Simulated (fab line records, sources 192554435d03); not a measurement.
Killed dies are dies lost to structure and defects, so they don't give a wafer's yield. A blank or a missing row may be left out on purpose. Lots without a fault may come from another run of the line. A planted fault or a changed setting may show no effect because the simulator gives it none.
Split-lot experiment | flow n5_finfet | 7 lots, 21 wafers read, on a route of 1938 steps

THE SPLIT
At N5_BEOL_M7_HM_DEP_02 (deposits TiN, target thk 20 nm), the setting target_thk_a was moved away from the recipe's 200 angstrom on 4 of the 21 wafers read, by -13.1% to -5.0%. The other wafers ran this setting at the recipe's value.

FROM THE SPLIT TO THE READING: what the file shows between them, 4 steps
- N5_BEOL_M7_COAT_59: time 60 s, resist thk 100 nm
- N5_BEOL_M7_COAT_60: time 60 s, resist thk 35 nm
- N5_BEOL_M7_STRIP_68: strips in N2/H2
- N5_BEOL_M7_STRIP_67: strips in CF4

THE READING
etch.depth_nm (the simulator's own value, which no gauge read), in nm, at N5_BEOL_M7_HM_OPEN_17 (chemistry Cl2/BCl3, target TiN, target depth 20 nm, overetch 6 nm). The file gives no usual value for it. The 17 wafers here that ran the recipe average 20.07 nm, standard deviation 0.18 nm.

wafer  | tool, chamber at the split | target_thk_a as run, angstrom | against the recipe | etch.depth_nm, nm | against lot-mates on the recipe
L078.2 | pvd_sputter-02, -          | 173.8                         | -13.1%             | 17.49             | -2.51
L078.5 | pvd_sputter-02, -          | 200                           | recipe             | 20                | -
L078.6 | pvd_sputter-02, -          | 173.8                         | -13.1%             | 17.29             | -2.71
L081.1 | pvd_sputter-03, -          | 200                           | recipe             | 20.03             | -
L081.3 | pvd_sputter-03, -          | 190                           | -5.0%              | 18.75             | -1.28
L081.4 | pvd_sputter-03, -          | 190                           | -5.0%              | 19.03             | -1.00
L080.2 | pvd_sputter-02, -          | 200                           | recipe             | 19.71             | -
L080.4 | pvd_sputter-02, -          | 200                           | recipe             | 19.98             | -
L080.5 | pvd_sputter-02, -          | 200                           | recipe             | 19.97             | -
L082.1 | pvd_sputter-03, -          | 200                           | recipe             | 20.3              | -
L082.3 | pvd_sputter-03, -          | 200                           | recipe             | 20.32             | -
L082.4 | pvd_sputter-03, -          | 200                           | recipe             | 19.93             | -
L084.1 | pvd_sputter-01, -          | 200                           | recipe             | 20.09             | -
L084.2 | pvd_sputter-01, -          | 200                           | recipe             | 19.94             | -
L084.5 | pvd_sputter-01, -          | 200                           | recipe             | 20.14             | -
L093.3 | pvd_sputter-03, -          | 200                           | recipe             | 20.29             | -
L093.4 | pvd_sputter-03, -          | 200                           | recipe             | 20.27             | -
L093.5 | pvd_sputter-03, -          | 200                           | recipe             | 20.3              | -
L094.2 | pvd_sputter-02, -          | 200                           | recipe             | 20.11             | -
L094.3 | pvd_sputter-02, -          | 200                           | recipe             | 19.8              | -
L094.4 | pvd_sputter-02, -          | 200                           | recipe             | 19.99             | -

THE FIT
A straight line over all 21 wafers: etch.depth_nm changes by +0.208 nm for each +1% of target_thk_a; r = +0.98; the points scatter about the line by 0.18 nm.
The same after taking each lot's own level away (the mean of its wafers on the recipe; 21 wafers): +0.202 nm for each +1%; r = +0.99; scatter 0.13 nm.
On that fit, the largest move of target_thk_a shifts the reading by 2.6 nm.
The lots' own levels span 19.887 to 20.287 nm, that is 2.3 times the standard deviation above.
So the lot-to-lot level changes the slope little: the two slopes agree.
Check: with one of the wafers moved furthest among these (-13.1%) left out of the fit, the line predicts -2.77 nm for it against its lot-mates. It came out at -2.51 nm against them.

OTHER SPLITS ON THESE WAFERS
These wafers also went through other splits before the reading. Each is held against what the fit with the lots' levels taken away leaves over:
other split on the same wafers | wafers away from the commonest value | r with etch.depth_nm (lot level and that fit taken away)
N5_BEOL_M5_ETCH_72 bias_w      | 8                                    | -0.10
N5_BEOL_M6_EXPOSE_08 dose_mj   | 9                                    | +0.19
N5_BEOL_M6_ETCH_62 time_s      | 4                                    | +0.27
N5_BEOL_M7_PECVD_70 temp_c     | 5                                    | +0.47

THE WHOLE CHAIN: every reading that the file lists as answering this split, in the file's order
step                  | what it does                                                      | reading                                                                          | change (the file's fit)               | r (the file's)
N5_BEOL_M7_HM_DEP_02  | deposits TiN, target thk 20 nm                                    | TiN_of_BEOL_M7_HM_DEP_02.thk_nm (the simulator's own value, which no gauge read) | +0.208 nm for each +1% of the setting | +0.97
N5_BEOL_M7_HM_OPEN_17 | chemistry Cl2/BCl3, target TiN, target depth 20 nm, overetch 6 nm | etch.depth_nm (the simulator's own value, which no gauge read)                   | +0.203 nm for each +1% of the setting | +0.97

THE FILE'S OWN FIT
etch.depth_nm changes by +0.203 nm for each +1% of target_thk_a, r = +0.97.
